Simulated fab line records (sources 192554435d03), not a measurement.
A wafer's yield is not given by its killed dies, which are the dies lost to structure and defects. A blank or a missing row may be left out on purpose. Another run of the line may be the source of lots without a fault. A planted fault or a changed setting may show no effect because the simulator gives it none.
3 desks looking at one fault ; flow n5 finfet ; only its own numbers are on each desk; what lay behind them is given at the end

== FROM THE METROLOGY DESK ==
Means of the sampled wafers that have a number, per lot and without regard to the tool the lot ran on: this is what the gauges read. Any lot whose mean is over 4 standard deviations away from the usual mean is out of limits and marked OUT; that distance is given in the brackets. 7 of its 12 readings are shown, namely those furthest out on some lot.
Columns: A = cd nm at N5_FIN_SAQP_CD_MEAS_16, usual 35.51 nm; B = DIBL_P at N5_BEOL_M4_RC_MEAS_101, usual 36.6 mV/V; C = ION_N at N5_BEOL_M4_RC_MEAS_101, usual 674 uA/um; D = ION_P at N5_BEOL_M4_RC_MEAS_101, usual 464 uA/um; E = SS_P at N5_BEOL_M4_RC_MEAS_101, usual 73.4 mV/dec; F = VT_N at N5_BEOL_M4_RC_MEAS_101, usual 250.0 mV; G = VT_P at N5_BEOL_M4_RC_MEAS_101, usual -250 mV
lot;first seen here;A;B;C;D;E;F;G
L427;day 3 09:13;35.28;36.5;677;469;73.4;249.1;-246
L428;day 3 17:13;35.43;36.0;669;467;73.5;250.3;-249
L430;day 4 04:20;35.53;34.4;671;462;72.7;249.0;-249
L438;day 6 04:29;35.58;37.1;667;462;73.2;251.3;-251
L443;day 7 09:33;35.41;39.1;680;462;73.4;250.8;-251
This desk found nothing out of limits on any of the 5 lots.

== TOOL OWNER'S DESK, rie diel-02 ==
The tool's own readings at N5_FIN_SAQP_ETCH_52 (etches SOC in N2/H2, target depth 100 nm, overetch 20 nm, time 150 s): means of the sampled wafers that have a number, for each lot that ran on this tool. Any lot whose mean is over 4 standard deviations away from the usual mean is out of limits and marked OUT; that distance is given in the brackets.
Columns: A = bias w at N5_FIN_SAQP_ETCH_52, usual 150.1 W; B = drypump motor current A at N5_FIN_SAQP_ETCH_52, usual 5.8 A; C = oes product au at N5_FIN_SAQP_ETCH_52, usual 0.69 a.u.; D = rf fwd power W at N5_FIN_SAQP_ETCH_52, usual 836.4 W; E = rf vpp V at N5_FIN_SAQP_ETCH_52, usual 524.6 V; F = showerhead plenum p Torr at N5_FIN_SAQP_ETCH_52, usual 2.57 Torr; G = throttle valve pct at N5_FIN_SAQP_ETCH_52, usual 17.89 %
lot;first seen here;A;B;C;D;E;F;G
L427;day 3 10:06;149.8;6.2;0.70;836.1;525.9;2.60;17.69
L428;day 3 17:24;150.0;6.0;0.73;837.9;525.8;2.61;17.58
L430;day 4 04:32;150.2;5.8;0.68;769.0 (-26) OUT;539.8 (+5.6) OUT;2.52;17.67
L443;day 7 10:20;150.1;6.0;0.65;839.5;524.5;2.57;17.84
This desk's verdict: out of limits on L430, starting with L430 at day 4 04:32 (rf fwd power W at N5_FIN_SAQP_ETCH_52). In limits: L427, L428, L443.

== THE DEFECT DESK ==
For each lot, the counts of the inspections along the route, averaged over the sampled wafers that have a number. Any lot whose mean is over 4 standard deviations away from the usual mean is out of limits and marked OUT; that distance is given in the brackets.
Columns: A = raw defect count at N5_FIN_SAQP_INSPECT_18, usual 462
lot;first seen here;A
L427;day 3 09:16;269
L428;day 3 17:17;644
L430;day 4 04:25;342
L438;day 6 04:33;493
L443;day 7 09:37;506
This desk found nothing out of limits on any of the 5 lots.

== BROUGHT TOGETHER ==
The tool owner's desk had the chance to raise an alarm at day 4 04:32 on L430.
The metrology desk saw nothing out of limits.
The defect desk saw nothing out of limits.
The metrology desk has L430 on record, within its limits.
The defect desk has L430 on record, within its limits.
All the named lots went through N5_FIN_SAQP_ETCH_52 on rie diel-02.

== WHAT THE SIMULATOR HAD INSERTED ==
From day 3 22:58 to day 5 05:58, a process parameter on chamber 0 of rie diel-02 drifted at N5_FIN_SAQP_ETCH_52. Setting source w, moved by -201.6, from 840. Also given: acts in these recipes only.
Lots struck among those shown: L430.
Time in hours from fault onset to the first out-of-limits reading at each desk: the tool owner's desk, 6.
